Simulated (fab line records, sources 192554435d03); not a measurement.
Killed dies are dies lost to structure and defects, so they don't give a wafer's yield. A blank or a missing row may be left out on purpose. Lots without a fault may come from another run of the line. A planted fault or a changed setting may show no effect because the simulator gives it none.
One fault seen from 2 desks | flow n5_finfet | each desk has only its own numbers; what lay behind them comes last

THE METROLOGY DESK
What the gauges read, lot by lot, whatever tool the lot ran on: means of the sampled wafers that have a number. A lot is out of limits, marked OUT, if its mean lies more than 4 standard deviations from the usual mean; the brackets give that distance.
Columns: A = M8_RS at N5_BEOL_M8_RS_MEAS_57, usual 0.288 ohm/sq; B = cd_nm at N5_BEOL_M9_CD_MEAS_28, usual 70.11 nm
lot  | first seen here | A     | B
L522 | day 12 06:25    | 0.289 | 70.03
L523 | day 12 23:37    | 0.288 | 70.21
L525 | day 14 05:57    | 0.282 | 70.09
L532 | day 14 21:33    | 0.289 | 70.13
L534 | day 16 00:02    | 0.288 | 70.03
L537 | day 17 02:29    | 0.302 | 70.28
L541 | day 17 09:20    | 0.280 | 70.29
L543 | day 18 03:05    | 0.286 | 70.11
L544 | day 18 03:17    | 0.290 | 70.08
L542 | day 19 09:13    | 0.285 | 70.15
This desk's finding: nothing out of limits on any of the 10 lots.

THE TOOL OWNER'S DESK: litho_track-04
The tool's own readings at N5_BEOL_M9_COAT_64 (time 60 s, resist thk 12 nm): means of the sampled wafers that have a number, for each lot that ran on this tool. A lot is out of limits, marked OUT, if its mean lies more than 4 standard deviations from the usual mean; the brackets give that distance.
Columns: A = spin_speed_rpm at N5_BEOL_M9_COAT_64, usual 1500.1 rpm
lot  | first seen here | A
L522 | day 12 11:28    | 1499.2
L523 | day 13 02:49    | 1500.3
L525 | day 14 12:56    | 1236.4 (-99 or more) OUT
L532 | day 15 00:41    | 1237.1 (-99 or more) OUT
This desk's finding: out of limits on L525, L532; first on L525, day 14 12:56 (spin_speed_rpm at N5_BEOL_M9_COAT_64). In limits: L522, L523.

PUT TOGETHER
The tool owner's desk could have raised an alarm at day 14 12:56, on L525, L532.
The metrology desk saw nothing out of limits.
The metrology desk has L525, L532 on record, within its limits.
Of the lots named, all ran N5_BEOL_M9_COAT_64 on litho_track-04.

WHAT THE SIMULATOR HAD PUT IN
Process parameter drift: litho_track-04, from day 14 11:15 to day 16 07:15, at N5_BEOL_M9_COAT_64. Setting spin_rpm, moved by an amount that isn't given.
Lots struck among those shown: L525, L532.
Hours from the fault's start to each desk's first reading out of limits: the tool owner's desk, 2.
